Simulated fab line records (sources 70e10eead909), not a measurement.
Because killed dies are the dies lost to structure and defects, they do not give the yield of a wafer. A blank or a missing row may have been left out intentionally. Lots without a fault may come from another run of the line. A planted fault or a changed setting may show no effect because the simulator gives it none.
Matching of chambers	flow nandHarc	NHARC_A_STAIRCASE_DEP_151 on pecvd-04 has 3 sister chambers
The step deposits SiO2, target thk 7200 nm. 3 wafers are shown with their chamber, then 8 later ones without.

EACH WAFER AND ITS CHAMBER
wafer	chamber	heaterPowerW (W)
L087.5	2	570
L088.4	0	584
L092.1	1	720

WAFERS WITHOUT THEIR CHAMBER
wafer	heaterPowerW (W)
L092.3	677
L092.5	577
L094.1	746
L094.2	574
L094.3	645
L097.2	648
L097.3	694
L097.5	600

WHICH CHAMBER EACH WENT THROUGH
wafer	from the rows above	in truth
L092.3	can't be placed: 1 or 0 or 2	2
L092.5	can't be placed: 0 or 2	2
L094.1	1	1
L094.2	can't be placed: 2 or 0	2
L094.3	can't be placed: 0 or 1 or 2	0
L097.2	can't be placed: 0 or 1 or 2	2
L097.3	1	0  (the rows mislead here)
L097.5	can't be placed: 0 or 2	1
1 of 8 placed correctly. These rows do not allow placing 6 (true chamber among the candidates in 5). Wrongly placed: 1.
How it was worked out, from the rows above alone: a wafer's distance from a chamber is the root of the sum, over the readings, of the square of ((its reading less the chamber's mean) divided by the reading's scatter). If the next closest chamber is less than 2 further off than the closest, the wafer can't be placed; otherwise it belongs to the closest. The mean given for a chamber averages the wafers shown for that chamber. The scatter (one wafer shown for each chamber): square how far every hidden wafer sits from the nearest shown wafer, average those squares and take the square root.
